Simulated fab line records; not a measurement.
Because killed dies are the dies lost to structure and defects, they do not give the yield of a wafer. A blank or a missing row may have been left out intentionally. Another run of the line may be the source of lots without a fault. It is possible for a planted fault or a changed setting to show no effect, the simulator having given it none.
fab line records    flow nand-harc
record lots=6  wafers=18  last-day=24
route steps=1159 shown A_SOURCE_PLATE@416 A_ONON_D1@424 END@1159
lots with no fault: from the same line, run without faults
start-h: hours from the record's first day to the start of the lot's first wafer shown    wait-h: time in hours since the lot's previous step    " the same as in the row above    L1.1+2: several wafers, shown together as one row    - no value, or no start given    * or withheld: withheld    < > ~ a bound
route shown NAME@n: a module of which the file shows steps, and the number in the route of the first    usual: the fault-free wafers' mean and standard deviation    same: alike in all rows    chamber/n: place in a boat    sites: per-site readings    _std_site: how widely they spread, as a standard deviation    _edge_site: inner sites' mean taken away from outer sites' mean    radius-mm: how far each site lies from the wafer's centre    mask NAME#n: copy n    behind: the last tool/chamber to shape the wafer    hold: cause of the lot's hold/its duration in hours/its outcome    device: the n, p or np transistor that did not switch    end of line: the route-end tests of the same wafers    a step with no rows: only its recipe    killed: dies that structure and defects cost at the first sort, which is not the same as the wafer's yield    map: a wafer's dies, x killed, . not, _ none there
set.NAME: the setting that was run; set.NAME@STEP: the one run at that earlier step    model.NAME: the simulator's own value behind a step, which no gauge read
a table for each step, a row for each wafer; lots at some steps of the route
services: the hour from which a tool's chamber was out of use, counted from the record's first day as start-h (under 0 if before that day), plus the number of hours and why
## steps
# step NHARC_A_SOURCE_PLATE_THK_MEAS_09
# recipe thk-meas-gauge=ellipsometry
# usual thk-nm=9.7/1
lot.wafer  tool           chamber  start-h  wait-h  thk-nm
L272.1     film-metro-02  -        151.20   0.4     10.0
L272.2     "              -        "        "       8.1
L272.3     "              -        "        "       9.1
L275.2     film-metro-01  -        162.65   0.4     9.9
L275.4     "              -        "        "       10.1
L275.6     "              -        "        "       9.1
L280.2     film-metro-01  -        193.02   0.4     9.9
L280.3     "              -        "        "       9.1
L280.6     "              -        "        "       9.8
L281.1     film-metro-01  -        210.03   0.4     10.0
L281.3     "              -        "        "       10.6
L281.6     "              -        "        "       9.0
L293.1     film-metro-02  -        261.90   0.4     9.9
L293.3     "              -        "        "       8.8
L293.5     "              -        "        "       9.4
L292.2     film-metro-01  -        261.90   0.4     8.9
L292.3     "              -        "        "       10.6
L292.5     "              -        "        "       10.0
# step NHARC_A_SOURCE_PLATE_PVD_04
# recipe target-thk-a=500  material=WSi2
# step NHARC_A_SOURCE_PLATE_CVD_03
# recipe target-thk-a=2000  temp-c=620  pressure-mtorr=200  time-s=4000  material=poly-Si
# step NHARC_A_SOURCE_PLATE_ANNEAL_05
# recipe temp-c=850  time-s=1800
# step NHARC_A_SOURCE_PLATE_THK_MEAS_06
# recipe thk-meas-gauge=ellipsometry
# usual thk-nm=200.1/2.2
lot.wafer  tool           chamber  start-h  wait-h  thk-nm
L272.1     film-metro-01  -        164.33   0.4     200.2
L272.2     "              -        "        "       198.7
L272.3     "              -        "        "       199.5
L275.2     film-metro-01  -        178.75   0.4     201.5
L275.4     "              -        "        "       200.0
L275.6     "              -        "        "       198.4
L280.2     film-metro-01  -        205.99   0.4     202.0
L280.3     "              -        "        "       200.0
L280.6     "              -        "        "       200.5
L281.1     film-metro-01  -        226.78   0.4     195.6
L281.3     "              -        "        "       198.8
L281.6     "              -        "        "       197.4
L292.2     film-metro-02  -        274.94   0.4     199.9
L292.3     "              -        "        "       202.3
L292.5     "              -        "        "       202.0
L293.1     film-metro-01  -        274.94   0.4     203.9
L293.3     "              -        "        "       204.5
L293.5     "              -        "        "       205.3
# step NHARC_A_SOURCE_PLATE_INSPECT_08
# usual raw-defect-count=61/23
lot.wafer  tool               chamber  start-h  wait-h  raw-defect-count
L272.1     defect-inspect-01  -        164.39   0.0     81
L272.2     "                  -        "        "       87
L272.3     "                  -        "        "       83
L275.2     defect-inspect-01  -        178.83   0.0     46
L275.4     "                  -        "        "       27
L275.6     "                  -        "        "       72
L280.2     defect-inspect-02  -        206.05   0.0     46
L280.3     "                  -        "        "       36
L280.6     "                  -        "        "       47
L281.1     defect-inspect-02  -        226.88   0.0     58
L281.3     "                  -        "        "       133
L281.6     "                  -        "        "       59
L292.2     defect-inspect-02  -        275.01   0.0     72
L292.3     "                  -        "        "       86
L292.5     "                  -        "        "       118
L293.1     defect-inspect-01  -        275.02   0.1     55
L293.3     "                  -        "        "       26
L293.5     "                  -        "        "       60
# step NHARC_A_ONON_D1_DEP_00
# recipe target-thk-a=10000  n2-flow-sccm=2750  n2o-flow-sccm=2000  nh3-flow-sccm=500  sih4-flow-sccm=210  temp-c=400
# step NHARC_A_ONON_D1_THK_MEAS_02
# recipe thk-meas-gauge=ellipsometry
# usual thk-nm=1003/9.6
lot.wafer  tool           chamber  start-h  wait-h  thk-nm
L272.1     film-metro-01  -        164.97   -       1010
L272.2     "              -        "        "       1011
L272.3     "              -        "        "       1012
L275.2     film-metro-02  -        179.41   -       999
L275.4     "              -        "        "       999
L275.6     "              -        "        "       998
L280.2     film-metro-01  -        206.62   -       1008
L280.3     "              -        "        "       1010
L280.6     "              -        "        "       1009
L281.1     film-metro-01  -        227.46   -       1007
L281.3     "              -        "        "       1007
L281.6     "              -        "        "       1008
L292.2     film-metro-02  -        275.59   -       1009
L292.3     "              -        "        "       1008
L292.5     "              -        "        "       1007
L293.1     film-metro-02  -        275.80   -       1004
L293.3     "              -        "        "       1002
L293.5     "              -        "        "       1003
# step NHARC_A_ONON_D1_DEP_03
# recipe target-thk-a=10000  n2-flow-sccm=2750  n2o-flow-sccm=2000  nh3-flow-sccm=500  sih4-flow-sccm=210  temp-c=400
# step NHARC_A_ONON_D1_THK_MEAS_05
# recipe thk-meas-gauge=ellipsometry
# usual thk-nm=1000/9.2
lot.wafer  tool           chamber  start-h  wait-h  thk-nm
L272.1     film-metro-01  -        165.56   -       992
L272.2     "              -        "        "       993
L272.3     "              -        "        "       992
L275.2     film-metro-01  -        180.09   -       979
L275.4     "              -        "        "       976
L275.6     "              -        "        "       976
L280.2     film-metro-01  -        207.19   -       998
L280.3     "              -        "        "       995
L280.6     "              -        "        "       998
L281.1     film-metro-01  -        228.03   -       1012
L281.3     "              -        "        "       1013
L281.6     "              -        "        "       1014
L292.2     film-metro-01  -        276.15   -       999
L292.3     "              -        "        "       997
L292.5     "              -        "        "       1001
L293.1     film-metro-01  -        276.37   -       1002
L293.3     "              -        "        "       1002
L293.5     "              -        "        "       1003
# step NHARC_A_ONON_D1_DEP_06
# recipe target-thk-a=10000  n2-flow-sccm=2750  n2o-flow-sccm=2000  nh3-flow-sccm=500  sih4-flow-sccm=210  temp-c=400
lot.wafer   tool           chamber  start-h  wait-h
L272.1+2+3  pecvd-onon-02  0        165.62   0.1
L275.2+4+6  pecvd-onon-02  0        180.34   0.2
L280.2+3+6  pecvd-onon-02  0        207.30   0.1
L281.1+3+6  pecvd-onon-02  0        228.09   0.1
L292.2+3+5  pecvd-onon-04  0        276.27   0.1
L293.1+3+5  pecvd-onon-01  0        276.43   0.1
# step NHARC_A_ONON_D1_THK_MEAS_08
# recipe thk-meas-gauge=ellipsometry
# usual thk-nm=1001/8.6
lot.wafer  tool           chamber  start-h  wait-h  thk-nm
L272.1     film-metro-02  -        166.14   -       991
L272.2     "              -        "        "       992
L272.3     "              -        "        "       991
L275.2     film-metro-01  -        180.79   -       993
L275.4     "              -        "        "       992
L275.6     "              -        "        "       992
L280.2     film-metro-01  -        207.75   -       1542
L280.3     "              -        "        "       994
L280.6     "              -        "        "       995
L281.1     film-metro-01  -        228.60   -       1548
L281.3     "              -        "        "       998
L281.6     "              -        "        "       1001
L292.2     film-metro-02  -        276.73   -       1005
L292.3     "              -        "        "       1004
L292.5     "              -        "        "       1004
L293.1     film-metro-02  -        276.94   -       1013
L293.3     "              -        "        "       1012
L293.5     "              -        "        "       1013
# step NHARC_A_ONON_D1_DEP_09
# recipe target-thk-a=10000  n2-flow-sccm=2750  n2o-flow-sccm=2000  nh3-flow-sccm=500  sih4-flow-sccm=210  temp-c=400
# step NHARC_END_SORT_01
# recipe temp-c=25
# usual killed-at-array=25/9.8  killed-at-other=0.8/1.1  killed-at-periphery=3.3/2.1  killed-dies=29/10  killed-open=3.3/1.8  killed-short=1.9/1.4
# same gross-dies=677
lot.wafer  tool       chamber  start-h  wait-h  killed-at-array  killed-at-other  killed-at-periphery  killed-dies  killed-open  killed-short
L280.2     prober-01  0        502.91   2.8     671              0                6                    677          2            4
L281.1     prober-02  0        509.85   2.5     672              3                2                    677          4            1
# killed by level:class
L280.2 A_ONON_D1:area-dep=652 A_STAIRCASE:chamber-film-flake=4 A_CHANNEL_HOLE_D1:chamber-film-flake=3 A_CONTACT:chamber-film-flake=3 P_GATE:chamber-film-flake=2 P_CONTACT:chamber-film-flake=2 A_CHANNEL_FILL_D1:chamber-film-flake=2 P_M0:geometric-particle:open=1
L281.1 A_ONON_D1:area-dep=645 A_SLIT:chamber-film-flake=11 A_CHANNEL_HOLE_D1:chamber-film-flake=7 A_CONTACT:chamber-film-flake=4 THIN_TSV:chamber-film-flake=3 P_GATE:geometric-particle:open=1 A_ONON_D1:geometric-particle:open=1 A_SGD_CUT:geometric-particle:open=1
# map L280.2 (x killed, . not)
____________x____________
_________xxxxxxx_________
_______xxxxxxxxxxx_______
______xxxxxxxxxxxxx______
_____xxxxxxxxxxxxxxx_____
____xxxxxxxxxxxxxxxxx____
____xxxxxxxxxxxxxxxxx____
___xxxxxxxxxxxxxxxxxxx___
___xxxxxxxxxxxxxxxxxxx___
__xxxxxxxxxxxxxxxxxxxxx__
__xxxxxxxxxxxxxxxxxxxxx__
_xxxxxxxxxxxxxxxxxxxxxxx_
_xxxxxxxxxxxxxxxxxxxxxxx_
_xxxxxxxxxxxxxxxxxxxxxxx_
_xxxxxxxxxxxxxxxxxxxxxxx_
_xxxxxxxxxxxxxxxxxxxxxxx_
xxxxxxxxxxxxxxxxxxxxxxxxx
xxxxxxxxxxxxxxxxxxxxxxxxx
xxxxxxxxxxxxxxxxxxxxxxxxx
xxxxxxxxxxxxxxxxxxxxxxxxx
xxxxxxxxxxxxxxxxxxxxxxxxx
_xxxxxxxxxxxxxxxxxxxxxxx_
_xxxxxxxxxxxxxxxxxxxxxxx_
_xxxxxxxxxxxxxxxxxxxxxxx_
_xxxxxxxxxxxxxxxxxxxxxxx_
_xxxxxxxxxxxxxxxxxxxxxxx_
__xxxxxxxxxxxxxxxxxxxxx__
__xxxxxxxxxxxxxxxxxxxxx__
___xxxxxxxxxxxxxxxxxxx___
___xxxxxxxxxxxxxxxxxxx___
____xxxxxxxxxxxxxxxxx____
____xxxxxxxxxxxxxxxxx____
_____xxxxxxxxxxxxxxx_____
______xxxxxxxxxxxxx______
_______xxxxxxxxxxx_______
_________xxxxxxx_________
____________x____________
# map L281.1 (x killed, . not)
____________x____________
_________xxxxxxx_________
_______xxxxxxxxxxx_______
______xxxxxxxxxxxxx______
_____xxxxxxxxxxxxxxx_____
____xxxxxxxxxxxxxxxxx____
____xxxxxxxxxxxxxxxxx____
___xxxxxxxxxxxxxxxxxxx___
___xxxxxxxxxxxxxxxxxxx___
__xxxxxxxxxxxxxxxxxxxxx__
__xxxxxxxxxxxxxxxxxxxxx__
_xxxxxxxxxxxxxxxxxxxxxxx_
_xxxxxxxxxxxxxxxxxxxxxxx_
_xxxxxxxxxxxxxxxxxxxxxxx_
_xxxxxxxxxxxxxxxxxxxxxxx_
_xxxxxxxxxxxxxxxxxxxxxxx_
xxxxxxxxxxxxxxxxxxxxxxxxx
xxxxxxxxxxxxxxxxxxxxxxxxx
xxxxxxxxxxxxxxxxxxxxxxxxx
xxxxxxxxxxxxxxxxxxxxxxxxx
xxxxxxxxxxxxxxxxxxxxxxxxx
_xxxxxxxxxxxxxxxxxxxxxxx_
_xxxxxxxxxxxxxxxxxxxxxxx_
_xxxxxxxxxxxxxxxxxxxxxxx_
_xxxxxxxxxxxxxxxxxxxxxxx_
_xxxxxxxxxxxxxxxxxxxxxxx_
__xxxxxxxxxxxxxxxxxxxxx__
__xxxxxxxxxxxxxxxxxxxxx__
___xxxxxxxxxxxxxxxxxxx___
___xxxxxxxxxxxxxxxxxxx___
____xxxxxxxxxxxxxxxxx____
____xxxxxxxxxxxxxxxxx____
_____xxxxxxxxxxxxxxx_____
______xxxxxxxxxxxxx______
_______xxxxxxxxxxx_______
_________xxxxxxx_________
____________x____________
## services
tool           chamber  start-h  hours  kind
pecvd-onon-01  -        195.04   13.0   pm
pecvd-onon-04  -        237.37   13.0   pm
## key
first-sign step=NHARC_A_ONON_D1_THK_MEAS_08  reading=thk-nm  direction=up  sigmas=63  usual=1001  struck=1545
effect step=NHARC_END_SORT_01  reading=killed-at-array  direction=up  sigmas=66  usual=25  struck=672
more-kills-born-at NHARC_A_ONON_D1_DEP_06@pecvd-onon-02=1297
met-at NHARC_A_ONON_D1_DEP_06
struck-wafers L280.2,L281.1
later-rows-left-out L280.2,L281.1
tester-left-out L280,L281
onset-between 180.34 207.30
fault kind=process-parameter-drift  tool=pecvd-onon-02  chamber=-  onset-h=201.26  steps=NHARC_A_ONON_D1_DEP_06  channel=target-thk-a  offset=*  shape=step  end-h=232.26  scope=struck-wafers-only  acts-in=*  stated=*
# tester-left-out: of these lots the tester's yield and bins aren't shown, on N5 and GAA mostly nor the transistor test; their killed dies are dies lost to structure and defects alone, not to doping, threshold or leakage, so they don't give the yield
# later-rows-left-out: the simulator's readings of these wafers behind a module that went badly wrong aren't trusted and aren't shown, but for the sort
